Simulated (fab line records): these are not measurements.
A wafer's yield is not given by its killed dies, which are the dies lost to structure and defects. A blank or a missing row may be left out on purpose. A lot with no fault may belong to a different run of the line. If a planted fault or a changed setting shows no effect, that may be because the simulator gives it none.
What tool caused it? ; flow n5_finfet ; 24 lots, 72 wafers sampled, at 6 steps of a route of 1938

== WHAT THE GAUGES SHOWED, per wafer ==
N5_BEOL_M2_RS_MEAS_58: uses a four-point probe to measure. Usual: M2_RS typically reads 0.666 ohm/sq, with standard deviation 0.025.
lot;measured;on;M2_RS (ohm/sq);flag
L074;day 6 18:17;film_metro-02;0.696 0.670 0.699;
L075;day 7 09:17;film_metro-02;0.621 0.628 0.659;
L076;day 7 09:26;film_metro-01;0.662 0.708 0.677;
L077;day 7 11:15;film_metro-02;0.630 0.630 0.626;
L078;day 7 20:38;film_metro-01;0.665 0.652 0.684;
L079;day 8 04:38;film_metro-02;0.659 0.675 0.660;
L080;day 8 12:01;film_metro-01;0.630 0.659 0.646;
L081;day 8 18:22;film_metro-02;0.662 0.620 0.696;
L082;day 8 22:08;film_metro-01;0.636 0.669 0.633;
L083;day 9 06:32;film_metro-01;0.679 0.715 0.672;
L084;day 9 18:25;film_metro-01;0.654 0.701 0.699;
L085;day 10 01:49;film_metro-01;0.716 0.714 0.671;
L086;day 10 03:34;film_metro-01;0.699 0.702 0.696;
L088;day 10 12:58;film_metro-02;0.651 0.638 0.698;
L089;day 10 19:52;film_metro-01;0.653 0.665 0.651;
L087;day 10 19:56;film_metro-02;0.629 0.620 0.631;
L090;day 10 20:53;film_metro-01;0.665 0.683 0.676;
L091;day 10 23:54;film_metro-01;0.642 0.662 0.662;
L092;day 11 11:55;film_metro-02;0.668 0.686 0.683;
L093;day 11 11:35;film_metro-02;0.655 0.668 0.672;
L094;day 12 07:49;film_metro-02;0.659 0.656 0.657;
L095;day 12 17:16;film_metro-02;0.685 0.635 0.647;
L096;day 12 20:38;film_metro-01;0.692 0.667 0.683;
L097;day 12 22:38;film_metro-01;0.647 0.644 0.651;

N5_BEOL_M3_THK_MEAS_01. Usual: M3_ILD_THK typically reads 79.1 nm, with standard deviation 1.
lot;measured;on;M3_ILD_THK (nm);flag
L074;day 6 18:25;film_metro-02;78.1 78.6 79.2;
L075;day 7 09:25;film_metro-02;79.5 80.0 81.5;
L076;day 7 09:34;film_metro-01;79.0 79.5 78.7;
L077;day 7 11:23;film_metro-01;77.3 77.6 79.5;
L078;day 7 20:46;film_metro-01;78.5 79.3 81.4;
L079;day 8 04:46;film_metro-02;76.9 80.8 78.5;
L080;day 8 12:08;film_metro-01;78.6 79.8 80.9;
L081;day 8 18:30;film_metro-01;79.0 79.8 80.9;
L082;day 8 22:16;film_metro-01;77.9 79.7 80.4;
L083;day 9 06:40;film_metro-01;79.1 79.4 80.3;
L084;day 9 18:33;film_metro-02;78.2 78.2 79.5;
L085;day 10 01:56;film_metro-02;79.1 80.9 79.6;
L086;day 10 03:41;film_metro-02;78.4 81.1 79.5;
L088;day 10 13:07;film_metro-01;78.9 79.1 79.2;
L089;day 10 19:59;film_metro-01;78.1 79.8 79.0;
L087;day 10 20:04;film_metro-02;78.1 79.6 78.7;
L090;day 10 21:01;film_metro-01;78.1 77.3 79.4;
L091;day 11 00:02;film_metro-02;78.8 79.2 79.6;
L092;day 11 12:03;film_metro-02;78.0 80.3 80.0;
L093;day 11 11:43;film_metro-02;79.1 80.7 79.2;
L094;day 12 07:57;film_metro-02;78.8 77.9 79.7;
L095;day 12 17:26;film_metro-02;79.1 81.4 81.5;
L096;day 12 20:46;film_metro-02;79.1 77.8 80.0;
L097;day 12 22:46;film_metro-01;79.6 80.8 79.9;

N5_BEOL_M3_INSPECT_13: inspects for defects (brightfield). Usual: raw_defect_count reads 393 (standard deviation 83).
lot;measured;on;raw_defect_count;flag
L074;day 6 19:52;defect_inspect-01;322 422 423;
L075;day 7 12:58;defect_inspect-02;370 306 356;
L076;day 7 13:00;defect_inspect-01;437 378 357;
L077;day 7 13:02;defect_inspect-02;636 453 573;
L078;day 7 22:53;defect_inspect-02;386 303 397;
L079;day 8 08:04;defect_inspect-02;443 446 312;
L080;day 8 14:51;defect_inspect-01;330 356 406;
L081;day 8 19:37;defect_inspect-02;377 331 513;
L082;day 9 00:52;defect_inspect-01;292 294 310;
L083;day 9 09:20;defect_inspect-02;426 454 462;
L084;day 9 19:14;defect_inspect-02;261 318 259;
L085;day 10 03:07;defect_inspect-01;300 366 251;
L086;day 10 06:51;defect_inspect-02;394 254 316;
L088;day 10 14:52;defect_inspect-01;537 493 354;
L089;day 10 20:58;defect_inspect-01;423 413 519;
L087;day 10 21:31;defect_inspect-01;296 426 407;
L090;day 10 23:25;defect_inspect-01;290 372 328;
L091;day 11 02:44;defect_inspect-01;422 518 402;
L092;day 11 14:50;defect_inspect-01;397 401 359;
L093;day 11 14:44;defect_inspect-01;465 436 456;
L094;day 12 11:05;defect_inspect-02;418 331 315;
L095;day 12 19:03;defect_inspect-02;418 580 447;
L096;day 12 22:06;defect_inspect-02;312 327 304;
L097;day 13 00:46;defect_inspect-01;369 370 374;

== EACH LOT AND THE TOOL THAT RAN IT (in order: tool; ch and the chambers of the sampled wafers; start) ==
lot;N5_BEOL_M2_VIA_ETCH_34;N5_BEOL_M2_SURFACE_TREAT_85;N5_BEOL_M3_HM_DEP_02
L074;rie_diel-04 ch 0,1,3, day 6 14:14;pvd_sputter-03, day 6 15:07;pvd_sputter-03, day 6 19:16
L075;rie_diel-04 ch 0,1,2, day 7 05:15;pvd_sputter-01, day 7 06:14;pvd_sputter-01, day 7 12:22
L076;rie_diel-06 ch 0,1,2, day 7 05:30;pvd_sputter-02, day 7 06:21;pvd_sputter-03, day 7 12:24
L077;rie_diel-05 ch 0,1,2, day 7 05:52;pvd_sputter-01, day 7 08:12;pvd_sputter-01, day 7 12:28
L078;rie_diel-05 ch 0,3, day 7 15:20;pvd_sputter-03, day 7 16:31;pvd_sputter-02, day 7 22:24
L079;rie_diel-04 ch 0,1,3, day 8 00:14;pvd_sputter-02, day 8 01:14;pvd_sputter-02, day 8 07:35
L080;rie_diel-04 ch 0,1,3, day 8 07:11;pvd_sputter-03, day 8 08:59;pvd_sputter-02, day 8 14:15
L081;rie_diel-05 ch 0,2,3, day 8 14:15;pvd_sputter-01, day 8 15:08;pvd_sputter-02, day 8 19:08
L082;rie_diel-06 ch 0,2, day 8 17:31;pvd_sputter-02, day 8 19:01;pvd_sputter-01, day 9 00:23
L083;rie_diel-05 ch 1,2,3, day 8 21:26;pvd_sputter-01, day 9 00:29;pvd_sputter-02, day 9 08:50
L084;rie_diel-06 ch 0,2,3, day 9 12:33;pvd_sputter-03, day 9 13:32;pvd_sputter-03, day 9 18:46
L085;rie_diel-06 ch 1,2,3, day 9 21:46;pvd_sputter-01, day 9 22:37;pvd_sputter-02, day 10 02:38
L086;rie_diel-06 ch 0,1, day 9 22:13;pvd_sputter-03, day 9 23:37;pvd_sputter-01, day 10 05:14
L088;rie_diel-04 ch 0,2,3, day 10 07:49;pvd_sputter-01, day 10 09:07;pvd_sputter-02, day 10 14:23
L089;rie_diel-04 ch 1,2,3, day 10 15:45;pvd_sputter-02, day 10 16:49;pvd_sputter-01, day 10 20:29
L087;rie_diel-05 ch 0,1,2, day 10 15:47;pvd_sputter-01, day 10 16:51;pvd_sputter-03, day 10 20:55
L090;rie_diel-06 ch 0,1,2, day 10 15:49;pvd_sputter-02, day 10 16:57;pvd_sputter-01, day 10 22:55
L091;rie_diel-04 ch 1,2,3, day 10 19:32;pvd_sputter-01, day 10 20:43;pvd_sputter-02, day 11 02:07
L092;rie_diel-06 ch 1,2, day 11 06:03;pvd_sputter-02, day 11 08:31;pvd_sputter-03, day 11 14:21
L093;rie_diel-04 ch 0,2,3, day 11 06:11;pvd_sputter-02, day 11 08:29;pvd_sputter-03, day 11 14:15
L094;rie_diel-05 ch 0,1,2, day 12 03:33;pvd_sputter-03, day 12 04:39;pvd_sputter-03, day 12 10:37
L095;rie_diel-06 ch 0,2,3, day 12 11:27;pvd_sputter-02, day 12 12:48;pvd_sputter-03, day 12 18:34
L096;rie_diel-06 ch 2,3, day 12 15:18;pvd_sputter-02, day 12 16:31;pvd_sputter-01, day 12 21:30
L097;rie_diel-04 ch 0,2,3, day 12 18:31;pvd_sputter-02, day 12 19:23;pvd_sputter-03, day 13 00:17
- N5_BEOL_M2_VIA_ETCH_34: etches the open film in C4F6/O2, target depth 69.4 nm, time 65.9 s.
- N5_BEOL_M2_SURFACE_TREAT_85
- N5_BEOL_M3_HM_DEP_02: deposits TiN, target thk 20 nm.

== WHAT THE TOOLS THEMSELVES READ (means of the sampled wafers that have a number; where no wafer has one, the mark that the record gives instead) ==
N5_BEOL_M2_VIA_ETCH_34. Usual: O2_flow_sccm 9.998 sccm, standard deviation 0.029; drypump_motor_current_A 5.8 A, standard deviation 0.39; oes_product_au 0.81 a.u., standard deviation 0.086; rf_vpp_V 668 V, standard deviation 6.8; showerhead_plenum_p_Torr 2.87 Torr, standard deviation 0.089; throttle_valve_pct 30.54 %, standard deviation 0.27.
lot;tool;O2_flow_sccm (sccm);drypump_motor_current_A (A);oes_product_au (a.u.);rf_vpp_V (V);showerhead_plenum_p_Torr (Torr);throttle_valve_pct (%);flag
L074;rie_diel-04;9.991;5.7;0.81;674;2.90;30.50;
L075;rie_diel-04;10.007;5.8;0.86;674;2.89;30.62;
L076;rie_diel-06;9.973;6.0;0.79;662;2.86;30.59;
L077;rie_diel-05;9.994;5.5;0.88;669;2.96;30.41;
L078;rie_diel-05;10.023;5.6;0.75;668;2.87;30.82;
L079;rie_diel-04;10.003;5.7;0.90;675;2.90;30.43;
L080;rie_diel-04;9.997;5.7;0.90;673;2.90;30.42;
L081;rie_diel-05;10.007;5.6;0.83;667;2.90;30.53;
L082;rie_diel-06;10.016;5.8;0.74;658;2.80;30.58;
L083;rie_diel-05;9.999;5.8;0.77;670;2.88;30.46;
L084;rie_diel-06;10.026;6.0;0.72;660;2.74;30.53;
L085;rie_diel-06;10.021;6.2;0.76;663;2.80;30.57;
L086;rie_diel-06;10.015;6.1;0.76;660;2.88;30.53;
L088;rie_diel-04;9.975;5.6;0.86;675;2.88;30.67;
L089;rie_diel-04;9.993;5.8;0.85;670;2.88;30.56;
L087;rie_diel-05;9.996;5.5;0.82;668;2.95;30.43;
L090;rie_diel-06;10.009;6.0;0.77;661;2.85;30.62;
L091;rie_diel-04;10.015;5.8;0.85;671;2.88;30.56;
L092;rie_diel-06;9.974;5.9;0.77;663;2.81;30.71;
L093;rie_diel-04;10.019;5.6;0.84;675;2.88;30.68;
L094;rie_diel-05;9.986;5.5;0.81;668;2.94;30.45;
L095;rie_diel-06;9.999;6.0;0.80;664;2.85;30.43;
L096;rie_diel-06;9.978;6.3;0.88;669;2.91;30.27;
L097;rie_diel-04;9.980;5.6;0.82;673;2.87;30.70;

N5_BEOL_M3_HM_DEP_02. Usual: throttle_valve_pct reads 30.2 % (standard deviation 0.94).
lot;tool;throttle_valve_pct (%);flag
L074;pvd_sputter-03;29.9;
L075;pvd_sputter-01;30.5;
L076;pvd_sputter-03;29.9;
L077;pvd_sputter-01;30.9;
L078;pvd_sputter-02;30.3;
L079;pvd_sputter-02;30.1;
L080;pvd_sputter-02;30.7;
L081;pvd_sputter-02;29.8;
L082;pvd_sputter-01;29.9;
L083;pvd_sputter-02;30.7;
L084;pvd_sputter-03;29.9;
L085;pvd_sputter-02;29.8;
L086;pvd_sputter-01;31.1;
L088;pvd_sputter-02;30.7;
L089;pvd_sputter-01;30.7;
L087;pvd_sputter-03;29.6;
L090;pvd_sputter-01;30.4;
L091;pvd_sputter-02;29.7;
L092;pvd_sputter-03;29.4;
L093;pvd_sputter-03;30.0;
L094;pvd_sputter-03;30.0;
L095;pvd_sputter-03;29.7;
L096;pvd_sputter-01;30.2;
L097;pvd_sputter-03;30.5;

== THE ANSWER, worked out from the rows above alone ==
Rule: a lot counts as off when the mean over its wafers that have a number is more than 3 standard deviations away from the usual mean. Also off: a lot with no number at a reading for which 4 or more lots have one. The other lots that the step has rows for count as sound. Order of review: gauges by route order, followed by the tools' own readings, for which a lot's mean as printed above is used. The first step at which some lot is off is used, and at that step the reading that is off furthest; a lot without a number counts as furthest.
Nothing can be told from this: no lot is off at any reading shown.

== WHAT THE SIMULATOR PUT IN ==
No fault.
